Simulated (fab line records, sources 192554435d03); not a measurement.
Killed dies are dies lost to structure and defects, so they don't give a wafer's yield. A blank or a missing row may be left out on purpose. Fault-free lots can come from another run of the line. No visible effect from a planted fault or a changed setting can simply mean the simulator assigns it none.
Chamber matching	flow n5Finfet	N5_BEOL_M2_ILD_DEP_00 on pecvd-04: 3 sister chambers
The step deposits SiOC from DEMS/O2, target thk 79 nm, time 15.3 s. 3 wafers are shown with their chamber, then 12 later ones without.

## EACH WAFER AND ITS CHAMBER
wafer	chamber	showerheadPlenumPTorr (Torr)
L088.5	1	5.703
L089.4	0	5.662
L089.6	2	5.694

## WAFERS WITHOUT THEIR CHAMBER
wafer	showerheadPlenumPTorr (Torr)
L091.2	5.665
L091.4	5.694
L091.6	5.679
L093.3	5.672
L093.4	5.692
L093.5	5.720
L097.1	5.722
L097.4	5.660
L097.5	5.708
L096.1	5.710
L096.2	5.673
L096.3	5.713

## CHAMBER TAKEN BY EACH
wafer	from the rows above	in truth
L091.2	0	0
L091.4	can't be placed: 2 or 1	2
L091.6	can't be placed: 2 or 0 or 1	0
L093.3	can't be placed: 0 or 2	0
L093.4	can't be placed: 2 or 1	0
L093.5	can't be placed: 1 or 2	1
L097.1	can't be placed: 1 or 2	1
L097.4	0	0
L097.5	can't be placed: 1 or 2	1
L096.1	can't be placed: 1 or 2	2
L096.2	can't be placed: 0 or 2 or 1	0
L096.3	can't be placed: 1 or 2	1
Placed correctly: 2 of 12. These rows do not allow placing 10 (true chamber among the candidates in 9). 0 placed wrongly.
How it was worked out, from the rows above alone: a wafer's distance from a chamber is the root of the sum, over the readings, of the square of ((its reading less the chamber's mean) divided by the reading's scatter). If the next closest chamber is less than 2 further off than the closest, the wafer can't be placed; otherwise it belongs to the closest. The mean given for a chamber averages the wafers shown for that chamber. The scatter: with one shown wafer a chamber, the root of the mean of the squares of how far each hidden wafer lies from its nearest shown one.
